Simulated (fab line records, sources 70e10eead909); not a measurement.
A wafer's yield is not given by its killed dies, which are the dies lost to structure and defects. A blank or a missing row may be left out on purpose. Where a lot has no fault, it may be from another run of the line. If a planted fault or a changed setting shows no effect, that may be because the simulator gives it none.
Which of the tools did it? | flow nandHarc | 15 lots, 45 wafers sampled, at 1 step of a route of 1302

## WHAT THE GAUGES SHOWED, per wafer
NHARC_A_M0_CD_MEAS_16. Usual: cdNm reads 80.1 nm (standard deviation 0.86).
lot  | measured     | on       | cdNm (nm)      | flag
L571 | day 23 08:40 | cdSem-03 | 81.3 79.9 79.8 | 
L572 | day 23 10:43 | cdSem-02 | 78.8 78.9 79.7 | 
L573 | day 23 15:15 | cdSem-02 | 80.0 79.8 80.3 | 
L574 | day 23 16:38 | cdSem-03 | 81.1 81.5 79.8 | 
L576 | day 24 06:31 | cdSem-02 | 81.2 80.6 80.6 | 
L580 | day 26 03:13 | cdSem-01 | 82.4 79.8 80.8 | 
L578 | day 26 11:53 | cdSem-03 | 79.5 81.5 80.5 | 
L577 | day 26 16:19 | cdSem-02 | 78.9 80.7 81.0 | 
L579 | day 26 16:56 | cdSem-03 | 79.0 80.6 80.7 | 
L583 | day 28 16:04 | cdSem-03 | 79.6 80.6 80.0 | 
L587 | day 29 04:44 | cdSem-01 | 80.4 80.5 80.8 | 
L586 | day 29 15:06 | cdSem-01 | 78.9 78.6 79.5 | 
L588 | day 29 16:54 | cdSem-03 | 79.5 79.2 79.2 | 
L590 | day 30 04:47 | cdSem-03 | 79.5 81.1 80.1 | 
L592 | day 32 18:26 | cdSem-01 | 78.9 80.5 79.5 | 

## WHAT TOOL EACH LOT RAN ON (gives the tool, then ch and the chambers of the sampled wafers, and finally the start)
The record shows no process step preceding these readings.

## WHAT THE TOOLS THEMSELVES READ (means of the sampled wafers that have a number; where no wafer has one, the mark that the record gives instead)
The record holds no such reading with a usual standard deviation.

## THE ANSWER, worked out from the rows above alone
Rule: a lot is off if the mean of its wafers that have a number lies more than 3 standard deviations from the usual mean. A lot without any number at a reading at which 4 lots or more have one is off too. Any other lot the step has rows for is counted as sound. First the gauges in route order, then the tools' own readings, where a lot's mean is used as printed above. At the first step where some lot is off, the reading lying furthest off is the one used; lots without a number count as furthest.
Across all readings shown, no lot is off: no conclusion can be drawn from this.

## WHAT THE SIMULATOR HAD PUT IN
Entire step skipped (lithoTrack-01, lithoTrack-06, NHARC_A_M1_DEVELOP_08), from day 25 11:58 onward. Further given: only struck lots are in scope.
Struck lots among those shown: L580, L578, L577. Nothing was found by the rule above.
